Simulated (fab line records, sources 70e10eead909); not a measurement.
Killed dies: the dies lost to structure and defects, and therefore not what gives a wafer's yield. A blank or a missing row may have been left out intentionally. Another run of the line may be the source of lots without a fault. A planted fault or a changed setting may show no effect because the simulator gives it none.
Which tool did it? / flow nandHarc / Sampling: 24 lots, 72 wafers, 2 of 1302 route steps

WHAT THE GAUGES READ, wafer by wafer
NHARC_A_M0_INSPECT_27. Usual: rawDefectCount reads 536 (standard deviation 120).
lot=L074; measured=day 22 20:57; on=defectInspect-02; rawDefectCount=968 429 604; flag=
lot=L075; measured=day 22 21:44; on=defectInspect-01; rawDefectCount=430 593 667; flag=
lot=L076; measured=day 23 12:43; on=defectInspect-02; rawDefectCount=471 410 439; flag=
lot=L077; measured=day 24 07:30; on=defectInspect-02; rawDefectCount=668 531 544; flag=
lot=L078; measured=day 24 13:28; on=defectInspect-02; rawDefectCount=559 540 505; flag=
lot=L080; measured=day 24 19:50; on=defectInspect-01; rawDefectCount=545 517 599; flag=
lot=L079; measured=day 25 04:30; on=defectInspect-02; rawDefectCount=440 444 536; flag=
lot=L081; measured=day 26 05:50; on=defectInspect-01; rawDefectCount=458 455 587; flag=
lot=L083; measured=day 26 06:41; on=defectInspect-02; rawDefectCount=492 396 501; flag=
lot=L082; measured=day 26 14:59; on=defectInspect-02; rawDefectCount=421 485 366; flag=
lot=L085; measured=day 27 17:22; on=defectInspect-01; rawDefectCount=489 602 587; flag=
lot=L084; measured=day 27 18:34; on=defectInspect-02; rawDefectCount=442 651 448; flag=
lot=L086; measured=day 28 00:51; on=defectInspect-01; rawDefectCount=447 488 488; flag=
lot=L087; measured=day 28 06:50; on=defectInspect-01; rawDefectCount=587 527 563; flag=
lot=L088; measured=day 28 15:37; on=defectInspect-02; rawDefectCount=542 675 377; flag=
lot=L089; measured=day 28 16:38; on=defectInspect-02; rawDefectCount=371 405 527; flag=
lot=L091; measured=day 29 19:22; on=defectInspect-01; rawDefectCount=452 519 388; flag=
lot=L090; measured=day 30 01:59; on=defectInspect-02; rawDefectCount=662 729 831; flag=
lot=L092; measured=day 30 21:40; on=defectInspect-02; rawDefectCount=738 575 578; flag=
lot=L093; measured=day 31 01:12; on=defectInspect-02; rawDefectCount=589 336 365; flag=
lot=L096; measured=day 31 15:49; on=defectInspect-01; rawDefectCount=559 684 453; flag=
lot=L095; measured=day 31 17:32; on=defectInspect-02; rawDefectCount=591 628 589; flag=
lot=L097; measured=day 31 22:28; on=defectInspect-02; rawDefectCount=975 594 738; flag=
lot=L094; measured=day 32 00:45; on=defectInspect-01; rawDefectCount=609 408 544; flag=

NHARC_A_M1_OVL_MEAS_10: pitch 240 nm. Usual: overlayXNm 0.0 nm, standard deviation 0.84; overlayYNm 0.2 nm, standard deviation 0.94.
lot=L074; measured=day 22 22:26; on=overlay-02; overlayXNm (nm)=1.6 1.2 0.9; overlayYNm (nm)=-0.4 -0.5 -0.1; flag=
lot=L075; measured=day 22 23:29; on=overlay-02; overlayXNm (nm)=0.2 0.3 -0.3; overlayYNm (nm)=-0.5 0.1 0.2; flag=
lot=L076; measured=day 23 14:13; on=overlay-01; overlayXNm (nm)=0.3 0.2 -0.6; overlayYNm (nm)=0.2 0.9 0.2; flag=
lot=L077; measured=day 24 09:00; on=overlay-02; overlayXNm (nm)=-1.7 -1.5 -1.2; overlayYNm (nm)=-0.5 -0.7 -0.6; flag=
lot=L078; measured=day 24 14:49; on=overlay-01; overlayXNm (nm)=-1.7 -1.0 -1.1; overlayYNm (nm)=-0.7 0.1 -1.0; flag=
lot=L080; measured=day 24 21:12; on=overlay-02; overlayXNm (nm)=-0.3 -0.5 -0.3; overlayYNm (nm)=-0.6 -0.7 -0.7; flag=
lot=L079; measured=day 25 05:59; on=overlay-02; overlayXNm (nm)=0.4 1.1 1.0; overlayYNm (nm)=0.1 0.2 -0.5; flag=
lot=L081; measured=day 26 07:20; on=overlay-02; overlayXNm (nm)=0.4 0.2 0.2; overlayYNm (nm)=0.6 0.9 0.6; flag=
lot=L083; measured=day 26 08:10; on=overlay-01; overlayXNm (nm)=0.4 0.8 0.1; overlayYNm (nm)=-1.0 -0.9 -1.4; flag=
lot=L082; measured=day 26 16:22; on=overlay-02; overlayXNm (nm)=-0.6 0.0 -0.1; overlayYNm (nm)=1.4 1.5 0.8; flag=
lot=L085; measured=day 27 18:50; on=overlay-01; overlayXNm (nm)=-0.2 0.0 0.0; overlayYNm (nm)=0.1 0.0 0.4; flag=
lot=L084; measured=day 27 20:02; on=overlay-01; overlayXNm (nm)=-0.5 -0.3 -0.3; overlayYNm (nm)=-0.5 -0.9 -0.6; flag=
lot=L086; measured=day 28 02:20; on=overlay-01; overlayXNm (nm)=0.5 0.3 0.4; overlayYNm (nm)=-1.6 -1.2 -1.4; flag=
lot=L087; measured=day 28 12:14; on=overlay-01; overlayXNm (nm)=-0.8 -0.8 -0.2; overlayYNm (nm)=0.9 1.5 0.8; flag=
lot=L088; measured=day 28 17:07; on=overlay-02; overlayXNm (nm)=1.5 1.1 1.6; overlayYNm (nm)=1.2 1.5 1.4; flag=
lot=L089; measured=day 28 18:07; on=overlay-02; overlayXNm (nm)=-1.9 -1.8 -1.7; overlayYNm (nm)=-0.2 -0.4 -0.2; flag=
lot=L091; measured=day 29 20:44; on=overlay-01; overlayXNm (nm)=0.6 1.0 0.8; overlayYNm (nm)=1.5 1.2 0.9; flag=
lot=L090; measured=day 30 03:28; on=overlay-01; overlayXNm (nm)=-0.2 0.0 0.2; overlayYNm (nm)=-0.6 -0.3 -0.9; flag=
lot=L092; measured=day 30 23:01; on=overlay-01; overlayXNm (nm)=0.5 1.1 0.6; overlayYNm (nm)=0.4 0.6 0.4; flag=
lot=L093; measured=day 31 02:34; on=overlay-02; overlayXNm (nm)=-1.6 -1.3 -0.9; overlayYNm (nm)=0.6 0.2 -0.7; flag=
lot=L096; measured=day 31 17:17; on=overlay-01; overlayXNm (nm)=0.1 0.1 0.5; overlayYNm (nm)=-0.6 0.0 -0.7; flag=
lot=L095; measured=day 31 19:23; on=overlay-01; overlayXNm (nm)=0.2 0.6 -0.2; overlayYNm (nm)=1.0 0.6 0.2; flag=
lot=L097; measured=day 31 23:56; on=overlay-01; overlayXNm (nm)=-0.1 -0.1 -0.1; overlayYNm (nm)=1.0 1.4 1.2; flag=
lot=L094; measured=day 32 02:13; on=overlay-02; overlayXNm (nm)=0.5 0.8 0.5; overlayYNm (nm)=1.9 1.7 2.6; flag=

WHICH TOOL RAN EACH LOT (tool, then ch and the chambers of the sampled wafers, then the start)
The record shows no process step preceding these readings.

AS READ BY THE TOOLS THEMSELVES (means over the sampled wafers that have a number; for cases with no such wafer, the mark the record gives instead)
The record holds no such reading with a usual standard deviation.

THE ANSWER, worked out from the rows above alone
Rule: lot off if the mean of its wafers having a number is beyond 3 standard deviations from the usual mean. A lot without any number at a reading at which 4 lots or more have one is off too. The other lots that the step has rows for count as sound. After the gauges, taken in route order, come the tools' own readings; for these a lot's mean is taken, as printed above. At the first step where some lot is off, the reading lying furthest off is the one used; lots without a number count as furthest.
Nothing can be told from this: no lot is off at any reading shown.

WHAT THE SIMULATOR HAD INSERTED
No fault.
